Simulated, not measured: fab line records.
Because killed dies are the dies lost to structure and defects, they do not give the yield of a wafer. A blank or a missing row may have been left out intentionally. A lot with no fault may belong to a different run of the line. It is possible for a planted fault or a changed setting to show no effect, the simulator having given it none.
Matching of chambers -- flow nandHarc -- NHARC_P_M1_DEP_33 on pecvd-03 has 3 sister chambers
The step deposits SiCN, target thk 30 nm. 6 wafers are shown with their chamber, then 7 later ones without.

WAFERS, EACH WITH ITS CHAMBER
wafer,chamber,heaterPowerW (W)
L925.2,1,538
L926.4,1,578
L927.2,2,547
L927.6,2,549
L938.2,0,752
L938.4,0,784

WAFERS WITH NO CHAMBER GIVEN
wafer,heaterPowerW (W)
L938.5,564
L940.1,659
L940.3,570
L940.5,559
L942.1,585
L942.2,562
L942.5,601

WHICH CHAMBER EACH ONE RAN IN
wafer,from the rows above,in truth
L938.5,can't be placed: 1 or 2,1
L940.1,can't be placed: 1 or 0 or 2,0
L940.3,can't be placed: 1 or 2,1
L940.5,can't be placed: 1 or 2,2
L942.1,can't be placed: 1 or 2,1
L942.2,can't be placed: 1 or 2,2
L942.5,can't be placed: 1 or 2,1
Correctly placed: 0 of 7. Unplaceable from these rows: 7, with the true chamber sitting among the candidates in 7. Number placed wrongly: 0.
How it was worked out, from the rows above alone: a wafer's distance from a chamber is the root of the sum, over the readings, of the square of ((its reading less the chamber's mean) divided by the reading's scatter). If the next closest chamber is less than 2 further off than the closest, the wafer can't be placed; otherwise it belongs to the closest. The mean given for a chamber averages the wafers shown for that chamber. How the scatter is found: for the shown wafers, subtract from each reading the mean of its chamber, square and add these, divide the total by (wafers less chambers), then take the root.
